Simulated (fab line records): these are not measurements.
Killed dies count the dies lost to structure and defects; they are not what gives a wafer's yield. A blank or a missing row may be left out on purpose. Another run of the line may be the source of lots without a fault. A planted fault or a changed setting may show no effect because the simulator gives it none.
Matching of chambers / flow n5-finfet / rie-diel-06 running N5_FIN_CUT_ETCH_30: 4 sister chambers
The step etches underlayer in N2/H2, target depth 13 nm, time 10.4 s. 8 wafers are shown with their chamber, then 9 later ones without.

WAFERS PAIRED WITH THEIR CHAMBERS
wafer=L084.1; chamber=0; drypump-motor-current-A (A)=5.0; showerhead-plenum-p-Torr (Torr)=2.56
wafer=L084.5; chamber=1; drypump-motor-current-A (A)=5.0; showerhead-plenum-p-Torr (Torr)=2.55
wafer=L087.4; chamber=2; drypump-motor-current-A (A)=6.6; showerhead-plenum-p-Torr (Torr)=2.58
wafer=L087.5; chamber=2; drypump-motor-current-A (A)=6.6; showerhead-plenum-p-Torr (Torr)=2.58
wafer=L087.6; chamber=1; drypump-motor-current-A (A)=5.0; showerhead-plenum-p-Torr (Torr)=2.55
wafer=L089.2; chamber=0; drypump-motor-current-A (A)=5.1; showerhead-plenum-p-Torr (Torr)=2.55
wafer=L089.4; chamber=3; drypump-motor-current-A (A)=6.6; showerhead-plenum-p-Torr (Torr)=2.43
wafer=L089.5; chamber=3; drypump-motor-current-A (A)=6.6; showerhead-plenum-p-Torr (Torr)=2.43

WAFERS WHOSE CHAMBER IS MISSING
wafer=L090.1; drypump-motor-current-A (A)=5.0; showerhead-plenum-p-Torr (Torr)=2.55
wafer=L090.2; drypump-motor-current-A (A)=5.0; showerhead-plenum-p-Torr (Torr)=2.55
wafer=L090.5; drypump-motor-current-A (A)=5.1; showerhead-plenum-p-Torr (Torr)=2.55
wafer=L093.1; drypump-motor-current-A (A)=5.0; showerhead-plenum-p-Torr (Torr)=2.54
wafer=L093.2; drypump-motor-current-A (A)=5.0; showerhead-plenum-p-Torr (Torr)=2.55
wafer=L093.5; drypump-motor-current-A (A)=6.6; showerhead-plenum-p-Torr (Torr)=2.57
wafer=L097.1; drypump-motor-current-A (A)=5.0; showerhead-plenum-p-Torr (Torr)=2.54
wafer=L097.2; drypump-motor-current-A (A)=6.6; showerhead-plenum-p-Torr (Torr)=2.43
wafer=L097.3; drypump-motor-current-A (A)=5.1; showerhead-plenum-p-Torr (Torr)=2.55

WHICH CHAMBER EACH ONE RAN IN
wafer=L090.1; from the rows above=can't be placed: 1 or 0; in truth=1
wafer=L090.2; from the rows above=can't be placed: 1 or 0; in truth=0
wafer=L090.5; from the rows above=can't be placed: 0 or 1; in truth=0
wafer=L093.1; from the rows above=can't be placed: 1 or 0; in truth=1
wafer=L093.2; from the rows above=can't be placed: 1 or 0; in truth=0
wafer=L093.5; from the rows above=2; in truth=2
wafer=L097.1; from the rows above=can't be placed: 1 or 0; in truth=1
wafer=L097.2; from the rows above=3; in truth=3
wafer=L097.3; from the rows above=can't be placed: 0 or 1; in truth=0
Correctly placed: 2 of 9. These rows do not allow placing 7 (true chamber among the candidates in 7). Placed wrongly: 0.
How it was worked out, from the rows above alone: a wafer's distance from a chamber is the root of the sum, over the readings, of the square of ((its reading less the chamber's mean) divided by the reading's scatter). The wafer belongs to the nearest chamber; if the next one is less than 2 further off, it can't be placed. The mean given for a chamber averages the wafers shown for that chamber. The scatter is the square root of a quotient: the sum, over the shown wafers, of each reading's squared deviation from its chamber's mean, divided by wafers minus chambers.
